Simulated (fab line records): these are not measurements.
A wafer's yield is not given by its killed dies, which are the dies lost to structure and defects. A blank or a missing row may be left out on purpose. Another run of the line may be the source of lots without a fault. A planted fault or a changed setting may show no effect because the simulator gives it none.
Chamber matching ; flow n5-finfet ; N5_WELL_APT_DESCUM_13 on rie-diel-01 has 4 sister chambers
The step chemistry O2, time 7.9 s. 4 wafers are shown with their chamber, then 11 later ones without.

== EACH WAFER AND ITS CHAMBER ==
wafer;chamber;drypump-motor-current-A (A)
L090.2;2;5.1
L090.3;3;6.5
L090.4;1;5.8
L092.1;0;5.6

== WAFERS WITH NO CHAMBER GIVEN ==
wafer;drypump-motor-current-A (A)
L092.2;5.1
L092.5;5.7
L094.2;5.1
L094.3;5.6
L094.4;6.5
L095.1;6.5
L095.4;5.1
L095.5;6.5
L096.1;5.1
L096.2;5.7
L096.6;6.5

== CHAMBER TAKEN BY EACH ==
wafer;from the rows above;in truth
L092.2;2;2
L092.5;can't be placed: 1 or 0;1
L094.2;2;2
L094.3;0;0
L094.4;3;3
L095.1;3;3
L095.4;2;2
L095.5;3;3
L096.1;2;2
L096.2;can't be placed: 1 or 0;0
L096.6;3;3
Correct placement for 9 of the 11. From these rows, 2 cannot be placed; in 2 the true chamber is one of the candidates. 0 placed wrongly.
How it was worked out, from the rows above alone: a wafer's distance from a chamber is the root of the sum, over the readings, of the square of ((its reading less the chamber's mean) divided by the reading's scatter). If the next closest chamber is less than 2 further off than the closest, the wafer can't be placed; otherwise it belongs to the closest. The mean given for a chamber averages the wafers shown for that chamber. The scatter: root of mean squared gap, hidden wafer to nearest shown wafer, with one shown wafer a chamber.
